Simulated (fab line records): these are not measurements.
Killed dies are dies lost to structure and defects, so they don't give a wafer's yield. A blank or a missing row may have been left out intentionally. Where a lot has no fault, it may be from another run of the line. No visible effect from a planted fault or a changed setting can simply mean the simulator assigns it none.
Chamber matching	flow n5-finfet	ald-metal-02 running N5_BEOL_M8_ALD_77: 4 sister chambers
The step deposits TaN, target thk 2 nm, pulse time 2 s, purge time 3 s. 8 wafers are shown with their chamber, then 11 later ones without.

== EACH WAFER AND ITS CHAMBER ==
wafer	chamber	heater-power-w (W)	precursor-vessel-temp-c (C)
L078.5	1	418	75.05
L079.4	2	400	75.19
L082.3	1	410	75.09
L082.6	2	413	75.12
L086.1	0	385	75.00
L086.3	3	395	74.77
L086.5	0	389	74.89
L088.1	3	401	75.11

== WAFERS WITHOUT THEIR CHAMBER ==
wafer	heater-power-w (W)	precursor-vessel-temp-c (C)
L088.3	420	74.82
L088.4	392	74.95
L087.1	417	74.86
L087.4	411	74.90
L087.5	388	75.02
L090.1	393	74.95
L090.2	427	75.02
L090.5	409	74.76
L093.1	403	74.67
L093.3	395	75.09
L093.6	405	74.99

== EACH ONE'S CHAMBER ==
wafer	from the rows above	in truth
L088.3	can't be placed: 1 or 2 or 3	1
L088.4	can't be placed: 0 or 3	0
L087.1	can't be placed: 1 or 2 or 3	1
L087.4	can't be placed: 1 or 2 or 3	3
L087.5	can't be placed: 0 or 3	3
L090.1	can't be placed: 3 or 0 or 2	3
L090.2	can't be placed: 1 or 2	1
L090.5	can't be placed: 3 or 1 or 2 or 0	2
L093.1	can't be placed: 3 or 0 or 1 or 2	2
L093.3	can't be placed: 3 or 0 or 2 or 1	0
L093.6	can't be placed: 3 or 2 or 1 or 0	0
0 of 11 placed correctly. Unplaceable from these rows: 11, with the true chamber sitting among the candidates in 11. Number placed wrongly: 0.
How it was worked out, from the rows above alone: a wafer's distance from a chamber is the root of the sum, over the readings, of the square of ((its reading less the chamber's mean) divided by the reading's scatter). The wafer belongs to the nearest chamber; if the next one is less than 2 further off, it can't be placed. Each chamber's mean is taken over the wafers shown for it. The scatter: take each reading less its chamber's mean, square it, sum over the shown wafers, divide by the number of wafers less the number of chambers, and take the root.
